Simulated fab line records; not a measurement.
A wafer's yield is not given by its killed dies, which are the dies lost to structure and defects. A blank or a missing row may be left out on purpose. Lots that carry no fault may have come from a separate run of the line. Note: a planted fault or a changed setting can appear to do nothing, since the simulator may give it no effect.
Matching of chambers | flow n5-finfet | 4 sister chambers for N5_BEOL_M1_ETCH_69 on rie-diel-06
The step etches SiARC in CF4, target depth 15.6 nm, time 26 s. 24 wafers are shown with their chamber, then 12 later ones without.

## WAFERS, EACH WITH ITS CHAMBER
wafer  | chamber | drypump-motor-current-A (A) | showerhead-plenum-p-Torr (Torr) | throttle-valve-pct (%)
L074.2 | 2       | 4.9                         | 2.10                            | 15.02
L074.3 | 0       | 6.2                         | 2.06                            | 15.77
L074.6 | 1       | 5.1                         | 2.13                            | 15.65
L075.1 | 0       | 6.2                         | 2.05                            | 15.78
L075.3 | 3       | 5.7                         | 2.24                            | 15.51
L075.5 | 3       | 5.7                         | 2.24                            | 15.52
L077.2 | 3       | 5.7                         | 2.24                            | 15.51
L077.3 | 2       | 5.0                         | 2.10                            | 15.04
L077.6 | 1       | 5.0                         | 2.13                            | 15.66
L079.1 | 3       | 5.7                         | 2.24                            | 15.52
L079.2 | 2       | 5.0                         | 2.10                            | 15.06
L079.5 | 1       | 5.0                         | 2.12                            | 15.69
L080.1 | 1       | 5.0                         | 2.12                            | 15.69
L080.4 | 2       | 4.9                         | 2.09                            | 15.07
L080.5 | 3       | 5.7                         | 2.24                            | 15.54
L082.1 | 0       | 6.2                         | 2.05                            | 15.80
L082.2 | 3       | 5.7                         | 2.24                            | 15.53
L082.4 | 2       | 5.0                         | 2.09                            | 15.08
L084.3 | 3       | 5.7                         | 2.24                            | 15.55
L084.4 | 1       | 5.1                         | 2.12                            | 15.69
L084.6 | 1       | 5.1                         | 2.12                            | 15.70
L087.3 | 2       | 5.0                         | 2.09                            | 15.09
L087.4 | 0       | 6.2                         | 2.05                            | 15.82
L087.5 | 1       | 5.0                         | 2.12                            | 15.69

SIGNATURES (averages over the wafers above)
reading                  | chamber 0 | chamber 1 | chamber 2 | chamber 3 | scatter within a chamber
drypump-motor-current-A  | 6.200     | 5.043     | 4.967     | 5.700     | 0.039
showerhead-plenum-p-Torr | 2.0525    | 2.1229    | 2.0950    | 2.2400    | 0.00429
throttle-valve-pct       | 15.7925   | 15.6814   | 15.0600   | 15.5257   | 0.0204
Rule: distance of a wafer from a chamber = root of the sum over the readings of ((wafer's reading minus chamber's mean) / reading's scatter) squared. If the next closest chamber is less than 2 further off than the closest, the wafer can't be placed; otherwise it belongs to the closest. How the scatter is found: for the shown wafers, subtract from each reading the mean of its chamber, square and add these, divide the total by (wafers less chambers), then take the root.

## WAFERS WITH NO CHAMBER GIVEN
wafer  | drypump-motor-current-A (A) | showerhead-plenum-p-Torr (Torr) | throttle-valve-pct (%)
L090.1 | 6.2                         | 2.05                            | 15.82
L090.3 | 5.0                         | 2.12                            | 15.71
L090.5 | 5.7                         | 2.24                            | 15.58
L091.3 | 5.0                         | 2.12                            | 15.72
L091.5 | 5.7                         | 2.23                            | 15.57
L091.6 | 4.9                         | 2.09                            | 15.11
L093.2 | 5.0                         | 2.09                            | 15.11
L093.4 | 5.7                         | 2.23                            | 15.57
L093.6 | 6.2                         | 2.05                            | 15.83
L094.3 | 4.9                         | 2.09                            | 15.13
L094.5 | 5.0                         | 2.09                            | 15.13
L094.6 | 5.7                         | 2.23                            | 15.59

## CHAMBER TAKEN BY EACH
wafer  | from the rows above | in truth
L090.1 | 0                   | 0
L090.3 | 1                   | 1
L090.5 | 3                   | 3
L091.3 | 1                   | 1
L091.5 | 3                   | 3
L091.6 | 2                   | 2
L093.2 | 2                   | 2
L093.4 | 3                   | 3
L093.6 | 0                   | 0
L094.3 | 2                   | 2
L094.5 | 2                   | 2
L094.6 | 3                   | 3
Correct placement for 12 of the 12. Not placeable from these rows: 0. Number placed wrongly: 0.
